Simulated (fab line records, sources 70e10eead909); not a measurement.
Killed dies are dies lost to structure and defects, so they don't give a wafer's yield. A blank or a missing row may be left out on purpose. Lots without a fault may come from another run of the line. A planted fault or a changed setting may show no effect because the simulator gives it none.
Chamber matching | flow nand_harc | NHARC_P_GATE_DESCUM_31 on rie_diel-01: 4 sister chambers
The step chemistry O2, time 3 s. 4 wafers are shown with their chamber, then 7 later ones without.

WAFERS WITH THEIR CHAMBER
wafer  | chamber | drypump_motor_current_A (A)
L250.4 | 3       | 5.2
L250.5 | 0       | 5.9
L254.1 | 2       | 5.3
L254.4 | 1       | 6.2

WAFERS WITHOUT THEIR CHAMBER
wafer  | drypump_motor_current_A (A)
L254.6 | 5.3
L256.1 | 5.9
L256.3 | 5.3
L256.6 | 5.3
L255.1 | 5.8
L255.2 | 5.2
L255.5 | 5.2

WHICH CHAMBER EACH WENT THROUGH
wafer  | from the rows above | in truth
L254.6 | 2                   | 2
L256.1 | 0                   | 0
L256.3 | 2                   | 2
L256.6 | 2                   | 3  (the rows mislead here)
L255.1 | 0                   | 0
L255.2 | 3                   | 3
L255.5 | 3                   | 3
Placed correctly: 6 of 7. Can't be placed from these rows: 0. Placed wrongly: 1.
How it was worked out, from the rows above alone: a wafer's distance from a chamber is the root of the sum, over the readings, of the square of ((its reading less the chamber's mean) divided by the reading's scatter). The wafer belongs to the nearest chamber; if the next one is less than 2 further off, it can't be placed. A chamber's mean is the mean of its shown wafers. The scatter: with one shown wafer a chamber, the root of the mean of the squares of how far each hidden wafer lies from its nearest shown one.
